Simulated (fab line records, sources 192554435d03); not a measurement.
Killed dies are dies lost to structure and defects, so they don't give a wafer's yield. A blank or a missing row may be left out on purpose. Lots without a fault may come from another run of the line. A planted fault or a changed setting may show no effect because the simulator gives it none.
Which tool did it? | flow n5_finfet | 11 lots, 33 wafers sampled, at 4 steps of a route of 1938

WHAT THE GAUGES READ, wafer by wafer
N5_BEOL_M11_INSPECT_58: inspects for defects (darkfield). Usual: raw_defect_count 75, standard deviation 24.
lot  | measured     | on                | raw_defect_count | flag
L939 | day 10 17:35 | defect_inspect-02 | 69 66 74         |
L937 | day 10 20:46 | defect_inspect-02 | 55 72 57         |
L938 | day 11 07:56 | defect_inspect-02 | 71 87 63         |
L941 | day 11 12:50 | defect_inspect-02 | 110 101 118      |
L942 | day 11 21:22 | defect_inspect-01 | 106 83 120       |
L944 | day 12 14:00 | defect_inspect-01 | 38 79 82         |
L948 | day 13 10:43 | defect_inspect-01 | 42 52 56         |
L949 | day 14 03:35 | defect_inspect-02 | 76 87 77         |
L957 | day 15 11:08 | defect_inspect-02 | 66 77 49         |
L958 | day 16 01:50 | defect_inspect-01 | 63 43 39         |
L960 | day 16 19:55 | defect_inspect-01 | 99 59 64         |

N5_BEOL_M12_CD_MEAS_10: target cd 140 nm. Usual: cd_nm 139.3 nm, standard deviation 1.5.
lot  | measured     | on        | cd_nm (nm)        | flag
L939 | day 10 18:07 | cd_sem-02 | 137.1 136.7 136.7 |
L937 | day 10 21:17 | cd_sem-02 | 140.1 139.2 139.3 |
L938 | day 11 08:32 | cd_sem-01 | 138.3 138.8 140.7 |
L941 | day 11 13:26 | cd_sem-01 | 137.7 138.6 140.0 |
L942 | day 11 21:58 | cd_sem-01 | 140.1 140.4 138.6 |
L944 | day 12 14:31 | cd_sem-03 | 139.4 139.1 141.3 |
L948 | day 13 11:18 | cd_sem-02 | 142.0 140.1 138.2 |
L949 | day 14 04:11 | cd_sem-03 | 140.2 140.6 140.3 |
L957 | day 15 11:36 | cd_sem-01 | 138.8 138.9 138.7 |
L958 | day 16 02:19 | cd_sem-02 | 139.0 139.8 140.2 |
L960 | day 16 20:24 | cd_sem-01 | 137.7 141.2 140.6 |

N5_BEOL_M12_INSPECT_12: inspects for defects (macro). Usual: raw_defect_count 2.1, standard deviation 1.4.
lot  | measured     | on                | raw_defect_count | flag
L939 | day 10 18:10 | defect_inspect-02 | 1 2 0            |
L937 | day 10 21:20 | defect_inspect-01 | 4 2 5            |
L938 | day 11 08:35 | defect_inspect-01 | 1 1 2            |
L941 | day 11 13:29 | defect_inspect-02 | 3 2 1            |
L942 | day 11 22:01 | defect_inspect-01 | 2 3 1            |
L944 | day 12 14:34 | defect_inspect-01 | 3 2 4            |
L948 | day 13 11:22 | defect_inspect-02 | 3 2 4            |
L949 | day 14 04:14 | defect_inspect-01 | 1 1 1            |
L957 | day 15 11:40 | defect_inspect-01 | 0 1 2            |
L958 | day 16 02:22 | defect_inspect-02 | 2 2 1            |
L960 | day 16 20:27 | defect_inspect-02 | 4 0 0            |

WHICH TOOL RAN EACH LOT (tool, then ch and the chambers of the sampled wafers, then the start)
lot  | N5_BEOL_M12_COAT_58
L939 | litho_track-01 ch 0, day 10 17:50
L937 | litho_track-01 ch 0, day 10 21:01
L938 | litho_track-05 ch 0, day 11 08:08
L941 | litho_track-05 ch 0, day 11 13:02
L942 | litho_track-05 ch 0, day 11 21:34
L944 | litho_track-01 ch 0, day 12 14:14
L948 | litho_track-05 ch 0, day 13 10:55
L949 | litho_track-05 ch 0, day 14 03:47
L957 | litho_track-01 ch 0, day 15 11:20
L958 | litho_track-01 ch 0, day 16 02:02
L960 | litho_track-04 ch 0, day 16 20:07
- N5_BEOL_M12_COAT_58: time 60 s, resist thk 89 nm.

WHAT THE TOOLS THEMSELVES READ (means of the sampled wafers that have a number; where no wafer has one, the mark that the record gives instead)
N5_BEOL_M12_COAT_58. Usual: dispense_pressure_kPa 52.2 kPa, standard deviation 2.5; exhaust_pa 45.0 Pa, standard deviation 0.89; spin_speed_rpm 1499.9 rpm, standard deviation 1.1.
lot  | tool           | dispense_pressure_kPa (kPa) | exhaust_pa (Pa) | spin_speed_rpm (rpm) | flag
L939 | litho_track-01 | 53.9                        | 43.9            | 1499.9               |
L937 | litho_track-01 | 53.9                        | 44.3            | 1499.0               |
L938 | litho_track-05 | 53.2                        | 45.7            | 1499.6               |
L941 | litho_track-05 | 53.2                        | 45.4            | 1499.4               |
L942 | litho_track-05 | 53.2                        | 44.7            | 1501.1               |
L944 | litho_track-01 | 53.9                        | 47.0            | 1499.2               |
L948 | litho_track-05 | 53.2                        | 43.9            | 1460.4               | OFF
L949 | litho_track-05 | 53.2                        | 44.8            | 1461.4               | OFF
L957 | litho_track-01 | 53.9                        | 44.9            | 1500.5               |
L958 | litho_track-01 | 53.9                        | 44.1            | 1499.5               |
L960 | litho_track-04 | 47.9                        | 44.8            | 1501.7               |

THE ANSWER, worked out from the rows above alone
Rule: a lot is off if the mean of its wafers that have a number lies more than 3 standard deviations from the usual mean. A lot without any number at a reading at which 4 lots or more have one is off too. The other lots that the step has rows for count as sound. The gauges are gone through in route order, then the tools' own readings, and for those a lot's mean is taken as printed above. The first step at which some lot is off is used, and at that step the reading that is off furthest; a lot without a number counts as furthest.
Off: L948, L949, at N5_BEOL_M12_COAT_58 (spin_speed_rpm).
A tool fits if, at that step or a process step before it, it ran every lot that is off, and no sound lot after the first of them. One fits: litho_track-05 at N5_BEOL_M12_COAT_58. Its last sound lot is L942 (day 11 21:34), its first lot that is off L948 (day 13 10:55): a fault that began between those two fits.
The tool's own readings at N5_BEOL_M12_COAT_58 bear it out: on the lots that are off they differ by more than 5 times the standard deviation of the sound lots' means. spin_speed_rpm reads 1460.9 rpm there against 1500.0 rpm on the sound lots.

WHAT THE SIMULATOR HAD PUT IN
Process parameter drift: litho_track-05, from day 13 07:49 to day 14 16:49, at N5_BEOL_M12_COAT_58. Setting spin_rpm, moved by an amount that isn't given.
Lots struck among those shown: L948, L949. The rule above found the same.
